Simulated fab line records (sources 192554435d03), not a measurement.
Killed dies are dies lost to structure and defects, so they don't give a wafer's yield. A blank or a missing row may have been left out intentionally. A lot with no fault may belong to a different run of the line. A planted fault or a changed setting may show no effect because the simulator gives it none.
Comparing a struck lot with a sound one :: flow n5-finfet :: 15 steps out of a route of 1938
Sound: wafers L222.1, L222.2, L222.5. Struck: wafer L229.2. (L229.3 of the same lot was not struck and is left out.) The cause comes at the end.
Order at every step that has rows: each side's tool, ch and its chambers, its first start. Under that, the readings that differ: sound wafers :: struck wafers :: difference of the means :: sigmas: that difference in standard deviations of wafers without a fault.
alike: same words and numbers on both sides, and readings whose means sit less than 2 such deviations apart. not compared: any withheld reading, any reading some wafer has no value for, any bound like >300 that may hide the same value, and any number with overlapping values for which the record gives no deviation.
The two part at a step that has a row with sigmas, a row that says differs or no value, or rows on one side only. Numbers that don't overlap but have no deviation are shown without sigmas and don't part them. A reading missing from all wafers of one side parts the sides only when that side holds two or more wafers.

N5_BEOL_M0_SPUTTER_116: material Cu, target thk 4 nm, time 7.37 s.
  struck on pvd-sputter-02, day 8 02:28; sound on pvd-sputter-02, day 6 10:20
  alike: throttle-valve-pct
then, 2 steps without rows for these wafers: N5_BEOL_M0_ANNEAL_117 (time 60 s); N5_BEOL_M0_SPUTTER_132 (material Cu, target thk 4 nm, time 7.37 s).
N5_BEOL_M0_ANNEAL_133: time 60 s.
  struck on pvd-sputter-02, day 8 02:40; sound on pvd-sputter-02, day 6 10:32
  alike: heater-power-w
then, 1 step without rows for these wafers: N5_BEOL_M0_SPUTTER_134 (material Cu, target thk 4 nm, time 7.37 s).
N5_BEOL_M0_ANNEAL_135: time 60 s.
  struck on pvd-sputter-02, day 8 02:47; sound on pvd-sputter-02, day 6 10:40
  alike: heater-power-w
N5_BEOL_M0_SPUTTER_141: material Cu, target thk 4 nm, time 7.37 s.
  struck on pvd-sputter-02, day 8 02:49; sound on pvd-sputter-02, day 6 10:42
  alike: throttle-valve-pct
then, 1 step without rows for these wafers: N5_BEOL_M0_ECD_118 (material Cu, target thk 300 nm).
N5_BEOL_M0_ANNEAL_119: time 90 s.
  sound on rtp-anneal-02 ch 0, day 6 11:01; struck on rtp-anneal-02 ch 0, day 8 03:04
  alike: anneal-temp-c, anneal-temp-c-max, wafer_temp_C_max
then, 2 steps without rows for these wafers: N5_BEOL_M0_CMP_120 (polishes, stops on SiOC, t overpolish 6.9 s); N5_BEOL_M0_PRE_CLEAN_131 (time 15 s).
N5_BEOL_M0_CO_CAP_123: material Co, precursor CCTBA/H2, target thk 2 nm, time 102.1 s.
  sound on cvd-co-02 ch 0,2, day 6 13:26; struck on cvd-co-02 ch 1, day 8 04:02
reading: run-length-s (s)
sound: 124.6 125.8 125.6
struck: 155.0
difference: +29.7
sigmas: +82

reading: model.Co_of_BEOL_M0_CO_CAP_123.thk-nm (nm)
sound: 2 2 2
struck: 2.6
difference: +0.6
sigmas: 
  alike: heater-power-w
  not compared: since-wet-clean-h
then, 1 step without rows for these wafers: N5_BEOL_M0_PRE_CLEAN_124 (time 15 s).
-- a jump in the record: the struck wafers' starts before and after are 3 days apart (it breaks off in module BEOL_M0 and resumes in module BEOL_M4, where the first step shown is number 1111 of the route) --
N5_BEOL_M4_RC_MEAS_101:
  sound on prober-02 ch 0, day 8 07:22; struck on prober-02 ch 0, day 11 02:38
reading: DIBL_N (mV/V)
sound: 35.2 33.0 31.8
struck: 40.5
difference: +7.2
sigmas: +4

reading: DIBL_P (mV/V)
sound: 34.8 32.0 31.1
struck: 39.7
difference: +7.1
sigmas: +3

reading: IOFF_N (nA/um)
sound: 0.14 0.11 0.10
struck: 0.23
difference: +0.11
sigmas: +3

reading: IOFF_P (nA/um)
sound: 0.20 0.16 0.15
struck: 0.25
difference: +0.08
sigmas: +2

reading: SS_N (mV/dec)
sound: 71.0 70.8 70.5
struck: 72.6
difference: +1.8
sigmas: +3

reading: VT_N (mV)
sound: 253 256 256
struck: 246
difference: -9
sigmas: -3
  alike: ION_N, ION_P, SS_P, VT_P
-- the record jumps here: 4 days lie between the struck wafers' starts before and after (it left off in module BEOL_M4 and takes up again in module PASSIVATION, whose first step shown is number 1936 of the route) --
N5_PASSIVATION_PROBE_49:
  record: rows for the struck wafers here (prober-02, day 15 06:56), none for the sound ones

== WHERE THEY PART ==
Earliest at N5_BEOL_M0_CO_CAP_123; latest, in this record, at N5_PASSIVATION_PROBE_49.

WHY: the cause the simulator had injected
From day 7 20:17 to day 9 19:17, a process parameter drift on cvd-co-02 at N5_BEOL_M0_CO_CAP_123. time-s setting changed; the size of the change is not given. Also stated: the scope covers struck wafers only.
